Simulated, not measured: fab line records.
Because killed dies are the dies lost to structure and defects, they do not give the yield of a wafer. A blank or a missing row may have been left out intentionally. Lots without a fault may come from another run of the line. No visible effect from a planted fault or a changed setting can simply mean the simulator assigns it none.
fab line records | flow n5-finfet
record: lots: 7 | wafers: 39
route steps=1938 shown WELL_APT@32 MOL_CONTACT_COAG@584
start-h: the number of hours between the record's first day and the start of the first shown wafer of the lot | wait-h: hours from the lot's prior step to this one | " identical to the entry in the row above | L1.1+2: a row that stands for several wafers | - no value, or no start given | * or withheld: withheld | < > ~ a bound
route shown NAME@n: NAME is a module with steps in the file, n the number in the route of the first one | usual: mean/standard deviation taken from wafers without a fault | same: alike in all rows | chamber/n: place in a boat | sites: readings site by site | _std_site: how widely they spread, as a standard deviation | _edge_site: inner sites' mean taken away from outer sites' mean | radius-mm: for every site, how far away it sits from the centre of the wafer | mask NAME#n: copy n | behind: the most recent tool/chamber to have shaped the wafer | hold: the reason the lot was held/the length of the hold in hours/how it ended | device: names the non-switching transistor (n, p or np) | end of line: tests run on the same wafers once the route is complete | for a step that has no rows: nothing shown but its recipe | killed: count of dies lost to structure and defects at first sort (not the wafer's yield) | map: dies across one wafer; x = killed, . = not, _ = none there
set.NAME: the setting that was run; set.NAME@STEP: the one run at that earlier step | model.NAME: the simulator's own value behind a step, which no gauge read
lots where settings were altered on purpose, with a table for each step and a row for each wafer
== steps ==
step: N5_WELL_APT_IMPLANT_14
recipe: species: P | energy-kev: 160 | dose-cm2: 1.5e+13 | tilt-deg: 0 | rotation-deg: 0
lot.wafer        | tool         | chamber | start-h | wait-h | set.energy-kev | model.implant.rp-nm | model.implant.drp-nm
L075.1+4+6       | implanter-02 | 0       | 20.00   | 0.1    | 160            | 204.2               | 65.9
L075.2+3+5       | "            | 0       | "       | "      | 144.6          | 183.8               | 61.03
L080.1+3+5       | implanter-02 | 0       | 49.87   | 0.1    | 160            | 202.7               | 65.9
L080.2+4+6       | "            | 0       | "       | "      | 148            | 186.9               | 62.15
L081.1+2+4       | implanter-01 | 0       | 56.00   | 0.1    | 151.3          | 193.2               | 63.21
L081.3+5+6       | "            | 0       | "       | "      | 160            | 204.7               | 65.9
L083.1+2+4       | implanter-02 | 0       | 68.21   | 0.1    | 151            | 185.5               | 63.12
L083.3+5+6       | "            | 0       | "       | "      | 160            | 197                 | 65.9
L087.1+2+3       | implanter-02 | 0       | 92.02   | 0.1    | 160            | 208.2               | 65.9
L089.1+2+3+4+5+6 | implanter-01 | 0       | 104.26  | 0.1    | 160            | 197.5               | 65.9
L090.1+2+3+4+5+6 | implanter-02 | 0       | 110.02  | 0.1    | 160            | 205.4               | 65.9
step: N5_MOL_CONTACT_COAG_ETCHBACK_135
recipe: chemistry: CHF3 | target: SiO2 | target-depth-a: 250 | time-s: 16.7 | ion-energy-ev: 200 | pressure-mtorr: 30 | source-w: 610 | bias-w: 170 | Ar_flow_sccm: 200 | CHF3_flow_sccm: 50
lot.wafer  | tool        | chamber | start-h | wait-h | set.time-s | model.SOC_of_MOL_CONTACT_COAG_COAT_75.thk-nm
L075.1+5   | rie-diel-05 | 1,2     | 115.97  | 0.0    | 13.1       | 58
L075.2     | "           | 0       | "       | "      | 13.1       | 57.8
L075.3     | "           | 2       | "       | "      | 16.7       | 57.6
L075.4+6   | "           | 1,0     | "       | "      | 16.7       | 57.4
L080.1+3+4 | rie-diel-05 | 2,0,3   | 140.39  | 0.0    | 16.7       | 57.4
L080.2+5+6 | "           | 1,3,2   | "       | "      | 16.7       | 57.2
L081.1     | rie-diel-01 | 1       | 147.03  | 0.0    | 20.55      | 56.4
L081.2+6   | "           | 2       | "       | "      | 16.7       | 57
L081.3     | "           | 0       | "       | "      | 20.55      | 56.8
L081.4     | "           | 3       | "       | "      | 20.55      | 56.6
L081.5     | "           | 1       | "       | "      | 16.7       | 57.2
L083.1+4   | rie-diel-01 | 0,2     | 155.80  | 0.0    | 19.92      | 56.8
L083.2+3   | "           | 1,3     | "       | "      | 16.7       | 57.2
L083.5     | "           | 2       | "       | "      | 19.92      | 56.6
L083.6     | "           | 3       | "       | "      | 16.7       | 57.4
L087.1+3   | rie-diel-01 | 1,2     | 179.81  | 0.0    | 16.7       | 57.2
L087.2     | "           | 0       | "       | "      | 16.7       | 57.4
L089.1     | rie-diel-05 | 0       | 193.34  | 0.0    | 12.78      | 57.8
L089.2+5   | "           | 1       | "       | "      | 16.7       | 57.2
L089.3     | "           | 2       | "       | "      | 16.7       | 57.4
L089.4+6   | "           | 3,2     | "       | "      | 12.78      | 58
L090.1     | rie-diel-04 | 3       | 196.76  | 0.0    | 16.7       | 57
L090.2     | "           | 0       | "       | "      | 16.7       | 57.4
L090.3     | "           | 2       | "       | "      | 18.17      | 56.6
L090.4     | "           | 1       | "       | "      | 18.17      | 56.8
L090.5     | "           | 2       | "       | "      | 18.17      | 57
L090.6     | "           | 1       | "       | "      | 16.7       | 57.2
== key ==
split: step: N5_WELL_APT_IMPLANT_14 | setting: energy-kev | stated: 160 | by: wafer
response: step: N5_WELL_APT_IMPLANT_14 | reading: model.implant.rp-nm | change: +2.11 | per: 1% | r: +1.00
response: step: N5_WELL_APT_IMPLANT_14 | reading: model.implant.drp-nm | change: +0.501 | per: 1% | r: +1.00
split: step: N5_MOL_CONTACT_COAG_ETCHBACK_135 | setting: time-s | stated: 16.7 | by: wafer
response: step: N5_MOL_CONTACT_COAG_ETCHBACK_135 | reading: model.SOC_of_MOL_CONTACT_COAG_COAT_75.thk-nm | change: -0.0252 | per: 1% | r: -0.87
